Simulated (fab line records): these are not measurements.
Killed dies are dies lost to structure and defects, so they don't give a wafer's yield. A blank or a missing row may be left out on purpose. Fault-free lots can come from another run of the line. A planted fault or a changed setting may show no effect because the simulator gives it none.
Chamber matching ; flow n5-finfet ; N5_BEOL_M4_ETCH_64 on rie-diel-02: 4 sister chambers
The step etches SOC in N2/H2, target depth 75 nm, overetch 22.5 nm, time 121.9 s. 8 wafers are shown with their chamber, then 8 later ones without.

EACH WAFER AND ITS CHAMBER
wafer;chamber;showerhead-plenum-p-Torr (Torr);throttle-valve-pct (%)
L077.5;2;2.41;18.17
L081.5;2;2.41;18.20
L084.3;3;2.62;17.87
L084.6;3;2.62;17.88
L086.3;0;2.51;17.71
L086.4;1;2.44;17.77
L086.5;0;2.51;17.71
L089.1;1;2.43;17.76

WAFERS WITHOUT THEIR CHAMBER
wafer;showerhead-plenum-p-Torr (Torr);throttle-valve-pct (%)
L089.3;2.50;17.73
L089.4;2.43;17.77
L088.1;2.43;17.79
L088.2;2.50;17.73
L088.5;2.50;17.72
L096.1;2.71;17.83
L096.3;2.50;17.76
L096.5;2.50;17.76

WHICH CHAMBER EACH WENT THROUGH
wafer;from the rows above;in truth
L089.3;0;0
L089.4;1;1
L088.1;1;1
L088.2;0;0
L088.5;0;0
L096.1;3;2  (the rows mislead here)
L096.3;0;0
L096.5;0;0
Correctly placed: 7 of 8. Can't be placed from these rows: 0. Wrongly placed: 1.
How it was worked out, from the rows above alone: a wafer's distance from a chamber is the root of the sum, over the readings, of the square of ((its reading less the chamber's mean) divided by the reading's scatter). The wafer belongs to the nearest chamber; if the next one is less than 2 further off, it can't be placed. The mean given for a chamber averages the wafers shown for that chamber. How the scatter is found: for the shown wafers, subtract from each reading the mean of its chamber, square and add these, divide the total by (wafers less chambers), then take the root.
